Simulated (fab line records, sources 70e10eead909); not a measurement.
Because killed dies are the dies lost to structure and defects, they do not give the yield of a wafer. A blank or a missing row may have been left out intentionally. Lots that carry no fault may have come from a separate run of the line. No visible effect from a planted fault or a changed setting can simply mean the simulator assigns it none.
Chamber matching / flow nandHarc / rieSi-02 running NHARC_A_ZERO_WELL_ETCH_13: 4 sister chambers
The step etches the open film in HBr/Cl2, target depth 120 nm, time 40.1 s. 4 wafers are shown with their chamber, then 9 later ones without.

## EACH WAFER AND ITS CHAMBER
wafer=L083.6; chamber=1; drypumpMotorCurrentA (A)=6.2
wafer=L084.4; chamber=0; drypumpMotorCurrentA (A)=5.6
wafer=L088.2; chamber=3; drypumpMotorCurrentA (A)=6.0
wafer=L088.6; chamber=2; drypumpMotorCurrentA (A)=5.7

## WAFERS WITHOUT THEIR CHAMBER
wafer=L089.4; drypumpMotorCurrentA (A)=6.0
wafer=L089.5; drypumpMotorCurrentA (A)=5.6
wafer=L089.6; drypumpMotorCurrentA (A)=6.0
wafer=L091.1; drypumpMotorCurrentA (A)=6.0
wafer=L091.3; drypumpMotorCurrentA (A)=6.2
wafer=L091.6; drypumpMotorCurrentA (A)=5.7
wafer=L093.1; drypumpMotorCurrentA (A)=6.3
wafer=L093.2; drypumpMotorCurrentA (A)=6.0
wafer=L093.3; drypumpMotorCurrentA (A)=5.7

## THE CHAMBER EACH PASSED THROUGH
wafer=L089.4; from the rows above=3; in truth=3
wafer=L089.5; from the rows above=0; in truth=0
wafer=L089.6; from the rows above=3; in truth=3
wafer=L091.1; from the rows above=3; in truth=3
wafer=L091.3; from the rows above=1; in truth=1
wafer=L091.6; from the rows above=2; in truth=2
wafer=L093.1; from the rows above=1; in truth=1
wafer=L093.2; from the rows above=3; in truth=3
wafer=L093.3; from the rows above=2; in truth=2
Placed correctly: 9 of 9. Left unplaced by these rows: 0. 0 placed wrongly.
How it was worked out, from the rows above alone: a wafer's distance from a chamber is the root of the sum, over the readings, of the square of ((its reading less the chamber's mean) divided by the reading's scatter). If the next closest chamber is less than 2 further off than the closest, the wafer can't be placed; otherwise it belongs to the closest. The mean given for a chamber averages the wafers shown for that chamber. The scatter (one wafer shown for each chamber): square how far every hidden wafer sits from the nearest shown wafer, average those squares and take the square root.
